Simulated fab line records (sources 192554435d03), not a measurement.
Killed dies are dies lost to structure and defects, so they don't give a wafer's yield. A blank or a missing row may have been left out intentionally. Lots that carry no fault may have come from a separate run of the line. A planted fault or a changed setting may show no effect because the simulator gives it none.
What tool caused it?	flow n5 finfet	24 lots, 72 wafers sampled, at 6 steps of a route of 1938

## WHAT THE GAUGES READ, wafer by wafer
N5_BEOL_M13_OCD_MEAS_35.
lot	measured	on	trench depth nm (nm)
L074	day 10 10:47	ocd-01	408 419 422
L075	day 10 21:11	ocd-01	411 425 417
L077	day 11 04:07	ocd-01	410 423 415
L078	day 11 11:17	ocd-01	414 404 407
L076	day 11 11:31	ocd-02	408 407 416
L080	day 11 19:07	ocd-01	428 415 424
L079	day 12 02:33	ocd-02	402 407 408
L082	day 12 19:24	ocd-01	409 412 422
L081	day 12 19:31	ocd-02	410 400 410
L083	day 13 01:32	ocd-01	398 410 397
L084	day 13 03:15	ocd-01	403 413 403
L086	day 13 09:30	ocd-02	414 399 404
L085	day 13 12:06	ocd-01	426 413 419
L087	day 13 23:34	ocd-01	411 413 412
L089	day 14 02:53	ocd-01	415 423 427
L088	day 14 15:28	ocd-02	417 429 418
L091	day 14 23:02	ocd-02	411 426 412
L090	day 15 01:05	ocd-01	429 427 414
L092	day 15 12:02	ocd-01	415 416 421
L094	day 15 18:34	ocd-01	420 409 414
L093	day 15 19:01	ocd-02	423 397 401
L095	day 16 10:48	ocd-01	404 421 414
L097	day 16 11:05	ocd-01	402 413 406
L096	day 16 15:41	ocd-01	415 404 419

N5_BEOL_M14_CD_MEAS_10 targets a cd of 250 nm.
lot	measured	on	cd nm (nm)
L074	day 10 14:22	cd sem-01	251.5 251.5 253.4
L075	day 11 01:26	cd sem-01	245.4 248.0 248.3
L077	day 11 06:28	cd sem-01	247.8 250.5 249.5
L078	day 11 18:20	cd sem-01	250.9 248.7 250.2
L076	day 11 18:57	cd sem-02	253.4 253.5 252.0
L080	day 12 00:04	cd sem-01	249.6 249.0 250.1
L079	day 12 07:15	cd sem-01	246.1 245.8 247.4
L082	day 12 22:20	cd sem-01	248.3 247.1 246.0
L081	day 12 23:19	cd sem-03	244.3 244.9 246.7
L083	day 13 06:43	cd sem-01	247.1 243.7 247.1
L084	day 13 07:03	cd sem-03	249.5 246.0 249.7
L086	day 13 13:37	cd sem-02	253.2 253.4 253.9
L085	day 13 17:01	cd sem-01	246.9 245.6 247.6
L087	day 14 06:40	cd sem-03	251.0 247.5 248.8
L089	day 14 05:35	cd sem-03	250.0 249.0 251.6
L088	day 14 17:53	cd sem-01	249.7 247.0 249.3
L091	day 15 01:31	cd sem-01	242.5 246.4 246.0
L090	day 15 04:13	cd sem-01	247.5 248.5 248.6
L092	day 15 16:05	cd sem-03	247.5 248.4 248.3
L094	day 15 22:29	cd sem-02	249.1 247.6 249.6
L093	day 16 00:41	cd sem-03	247.1 246.8 244.9
L095	day 16 13:23	cd sem-03	248.2 249.6 247.4
L097	day 16 22:05	cd sem-03	250.9 251.3 251.9
L096	day 16 18:54	cd sem-03	251.8 252.1 252.7

N5_BEOL_M14_CD_MEAS_28 targets a cd of 284.4 nm.
lot	measured	on	cd nm (nm)
L074	day 10 15:14	cd sem-01	285.7 285.6 283.6
L075	day 11 02:24	cd sem-02	286.8 285.9 285.6
L077	day 11 07:19	cd sem-02	280.7 287.1 289.7
L078	day 11 19:17	cd sem-02	285.6 285.8 285.9
L076	day 11 19:48	cd sem-01	288.1 282.9 284.3
L080	day 12 00:58	cd sem-01	280.5 284.7 280.7
L079	day 12 08:14	cd sem-02	285.8 284.5 284.4
L082	day 12 23:22	cd sem-01	287.1 283.7 283.4
L081	day 13 00:22	cd sem-02	283.6 280.4 285.3
L083	day 13 07:41	cd sem-03	284.2 283.7 285.7
L084	day 13 07:55	cd sem-02	291.2 285.5 283.2
L086	day 13 14:29	cd sem-03	283.2 288.1 290.9
L085	day 13 18:00	cd sem-03	284.9 285.9 289.7
L087	day 14 07:37	cd sem-03	285.7 284.2 285.1
L089	day 14 06:33	cd sem-01	282.8 287.2 284.0
L088	day 14 18:51	cd sem-01	283.2 283.9 287.4
L091	day 15 02:31	cd sem-03	290.3 284.5 287.5
L090	day 15 05:11	cd sem-01	285.4 284.5 286.2
L092	day 15 17:04	cd sem-03	284.7 289.6 286.8
L094	day 15 23:22	cd sem-01	284.5 284.9 286.0
L093	day 16 01:32	cd sem-01	284.8 284.3 283.9
L095	day 16 14:22	cd sem-01	285.5 283.7 286.1
L097	day 16 22:56	cd sem-03	286.6 288.7 283.6
L096	day 16 19:46	cd sem-01	285.2 287.6 283.5

## TOOL THAT RAN EACH LOT (tool first, then ch and the chambers of the sampled wafers, then the start)
lot	N5_BEOL_M13_ETCH_38	N5_BEOL_M13_SPUTTER_45	N5_BEOL_M14_ETCH_59
L074	rie diel-03 ch 0,1,3, day 10 11:34	pvd sputter-03, day 10 12:32	rie diel-04 ch 1,3, day 10 14:31
L075	rie diel-03 ch 1,2,3, day 10 23:04	pvd sputter-02, day 10 23:52	rie diel-05 ch 1,2,3, day 11 01:33
L077	rie diel-02 ch 0,1, day 11 04:14	pvd sputter-03, day 11 04:55	rie diel-04 ch 1,3, day 11 06:36
L078	rie diel-03 ch 0,1,2, day 11 15:29	pvd sputter-02, day 11 16:29	rie diel-05 ch 0,2, day 11 18:34
L076	rie diel-06 ch 1,2, day 11 15:35	pvd sputter-01, day 11 17:10	rie diel-04 ch 1,2, day 11 19:04
L080	rie diel-06 ch 1,2, day 11 21:23	pvd sputter-01, day 11 22:17	rie diel-01 ch 0,2, day 12 00:11
L079	rie diel-03 ch 0,1,2, day 12 02:57	pvd sputter-02, day 12 05:14	rie diel-04 ch 2,3, day 12 07:23
L082	rie diel-03 ch 0,2, day 12 19:31	pvd sputter-03, day 12 20:46	rie diel-04 ch 0,3, day 12 22:29
L081	rie diel-06 ch 0,1,2, day 12 20:40	pvd sputter-01, day 12 21:27	rie diel-01 ch 1,2,3, day 12 23:38
L083	rie diel-02 ch 1,2,3, day 13 04:35	pvd sputter-03, day 13 05:02	rie diel-05 ch 0,3, day 13 06:50
L084	rie diel-02 ch 0,3, day 13 04:43	pvd sputter-01, day 13 05:29	rie diel-04 ch 0,2, day 13 07:11
L086	rie diel-02 ch 0,3, day 13 10:56	pvd sputter-02, day 13 11:38	rie diel-05 ch 0,1,3, day 13 13:45
L085	rie diel-03 ch 0,1,2, day 13 14:25	pvd sputter-01, day 13 15:28	rie diel-01 ch 0,2,3, day 13 17:09
L087	rie diel-06 ch 0,1,2, day 14 04:17	pvd sputter-03, day 14 05:04	rie diel-05 ch 1,3, day 14 06:53
L089	rie diel-03 ch 1,2,3, day 14 03:22	pvd sputter-02, day 14 04:01	rie diel-05 ch 0,3, day 14 05:42
L088	rie diel-02 ch 0,1,3, day 14 15:45	pvd sputter-01, day 14 16:11	rie diel-01 ch 0,2, day 14 18:00
L091	rie diel-06 ch 0,1,2, day 14 23:09	pvd sputter-01, day 14 23:52	rie diel-05 ch 0,1, day 15 01:47
L090	rie diel-03 ch 0,2,3, day 15 01:51	pvd sputter-02, day 15 02:37	rie diel-01 ch 0,1, day 15 04:20
L092	rie diel-02 ch 1,2, day 15 13:35	pvd sputter-03, day 15 14:30	rie diel-01 ch 0,2, day 15 16:13
L094	rie diel-02 ch 0,1, day 15 19:35	pvd sputter-02, day 15 20:56	rie diel-04 ch 0,1, day 15 22:38
L093	rie diel-02 ch 0,2,3, day 15 21:34	pvd sputter-03, day 15 22:10	rie diel-01 ch 0,1,2, day 16 00:49
L095	rie diel-06 ch 0,1,2, day 16 11:04	pvd sputter-01, day 16 11:42	rie diel-05 ch 0,1,2, day 16 13:30
L097	rie diel-02 ch 1,2,3, day 16 19:45	pvd sputter-02, day 16 20:23	rie diel-05 ch 0,1,2, day 16 22:12
L096	rie diel-03 ch 0,2,3, day 16 16:27	pvd sputter-02, day 16 17:13	rie diel-05 ch 0,1,2, day 16 19:02
- N5_BEOL_M13_ETCH_38: etches SiCN in CF4/N2, target depth 67.5 nm, time 71.9 s.
- N5_BEOL_M13_SPUTTER_45: material Cu, target thk 80 nm, time 13.33 s.
- N5_BEOL_M14_ETCH_59: etches BARC in N2/H2, target depth 89 nm, overetch 26.7 nm, time 67.9 s.

## WHAT THE TOOLS THEMSELVES READ (means of the sampled wafers that have a number; where no wafer has one, the mark that the record gives instead)
N5_BEOL_M13_ETCH_38.
lot	tool	drypump motor current A (A)	mfc ar sccm (sccm)	oes product au (a.u.)	rf vpp V (V)	showerhead plenum p Torr (Torr)	throttle valve pct (%)
L074	rie diel-03	5.69	99.96	0.72	381.3	2.18	15.60
L075	rie diel-03	5.78	100.08	0.73	382.6	2.22	15.59
L077	rie diel-02	5.80	99.96	0.82	384.1	2.27	15.23
L078	rie diel-03	5.75	100.23	0.74	381.5	2.17	15.64
L076	rie diel-06	6.17	99.95	0.75	382.9	2.18	15.36
L080	rie diel-06	6.18	100.07	0.75	381.4	2.18	15.38
L079	rie diel-03	5.73	100.19	0.74	380.9	2.17	15.65
L082	rie diel-03	5.83	99.84	0.77	381.1	2.15	15.58
L081	rie diel-06	6.12	99.80	0.74	383.4	2.22	15.41
L083	rie diel-02	6.02	100.04	0.78	382.8	2.22	15.27
L084	rie diel-02	5.91	99.97	0.86	380.8	2.17	15.24
L086	rie diel-02	5.93	100.13	0.85	382.1	2.16	15.24
L085	rie diel-03	5.75	100.16	0.73	382.3	2.17	15.68
L087	rie diel-06	6.11	100.32	0.73	382.1	2.21	15.43
L089	rie diel-03	5.80	99.88	0.79	382.4	2.22	15.45
L088	rie diel-02	5.86	100.21	0.82	381.9	2.21	15.28
L091	rie diel-06	6.12	99.89	0.73	382.4	2.21	15.44
L090	rie diel-03	5.88	100.11	0.80	381.2	2.19	15.37
L092	rie diel-02	5.98	100.01	0.76	383.5	2.27	15.31
L094	rie diel-02	5.82	100.03	0.80	382.9	2.26	15.30
L093	rie diel-02	5.87	100.20	0.79	381.3	2.16	15.32
L095	rie diel-06	6.11	100.15	0.83	381.6	2.21	15.29
L097	rie diel-02	6.03	99.71	0.78	382.4	2.21	15.33
L096	rie diel-03	5.88	100.20	0.79	382.4	2.19	15.41

N5_BEOL_M13_SPUTTER_45.
lot	tool	throttle valve pct (%)
L074	pvd sputter-03	29.9
L075	pvd sputter-02	30.3
L077	pvd sputter-03	29.9
L078	pvd sputter-02	30.9
L076	pvd sputter-01	29.0
L080	pvd sputter-01	30.3
L079	pvd sputter-02	30.6
L082	pvd sputter-03	29.4
L081	pvd sputter-01	29.7
L083	pvd sputter-03	29.9
L084	pvd sputter-01	30.7
L086	pvd sputter-02	30.4
L085	pvd sputter-01	30.6
L087	pvd sputter-03	29.5
L089	pvd sputter-02	30.5
L088	pvd sputter-01	29.1
L091	pvd sputter-01	29.9
L090	pvd sputter-02	30.2
L092	pvd sputter-03	29.3
L094	pvd sputter-02	30.8
L093	pvd sputter-03	29.2
L095	pvd sputter-01	30.5
L097	pvd sputter-02	30.1
L096	pvd sputter-02	30.0

N5_BEOL_M14_ETCH_59.
lot	tool	drypump motor current A (A)	oes product au (a.u.)	rf vpp V (V)	showerhead plenum p Torr (Torr)	throttle valve pct (%)
L074	rie diel-04	5.1	0.65	526.3	2.63	18.01
L075	rie diel-05	5.5	0.64	522.4	2.47	17.83
L077	rie diel-04	5.1	0.71	527.8	2.67	17.87
L078	rie diel-05	5.7	0.73	522.9	2.52	17.50
L076	rie diel-04	5.3	0.65	522.7	2.52	17.81
L080	rie diel-01	5.4	0.76	522.0	2.47	17.62
L079	rie diel-04	5.1	0.59	521.5	2.49	17.96
L082	rie diel-04	5.1	0.65	524.8	2.56	18.12
L081	rie diel-01	5.3	0.71	523.1	2.53	17.76
L083	rie diel-05	5.3	0.64	520.8	2.44	17.87
L084	rie diel-04	5.4	0.71	521.7	2.47	17.96
L086	rie diel-05	5.8	0.65	521.1	2.45	17.92
L085	rie diel-01	5.4	0.75	521.6	2.48	17.61
L087	rie diel-05	5.4	0.60	519.9	2.41	18.07
L089	rie diel-05	5.3	0.64	521.3	2.43	17.88
L088	rie diel-01	5.8	0.74	521.6	2.48	17.71
L091	rie diel-05	6.1	0.68	521.7	2.47	17.79
L090	rie diel-01	4.8	0.81	524.5	2.55	17.60
L092	rie diel-01	5.8	0.73	521.8	2.47	17.72
L094	rie diel-04	5.5	0.73	524.0	2.55	17.98
L093	rie diel-01	5.3	0.74	522.9	2.51	17.66
L095	rie diel-05	5.8	0.65	521.7	2.48	17.75
L097	rie diel-05	5.8	0.65	521.6	2.48	17.76
L096	rie diel-05	5.9	0.66	521.2	2.48	17.75

## THE ANSWER, worked out from the rows above alone
Rule: what is usual is taken from the lots themselves. Put in order of their means at a reading, lots are off if they are a third of the lots or fewer, leave a main group of 4 or more, and stand apart from it by a gap of 3 or more times the standard deviation of the main group's means; of several such gaps the widest counts. A main group whose means are all the same, to the digits that the tables above print for the reading, isn't used. A lot without any number at a reading at which 4 lots or more have one is off too. The other lots that the step has rows for count as sound. Order of review: gauges by route order, followed by the tools' own readings, for which a lot's mean as printed above is used. The first step at which some lot is off is used, and at that step the reading that is off furthest; a lot without a number counts as furthest.
None of the lots is off at any reading shown; this tells nothing.

## WHAT THE SIMULATOR HAD INSERTED
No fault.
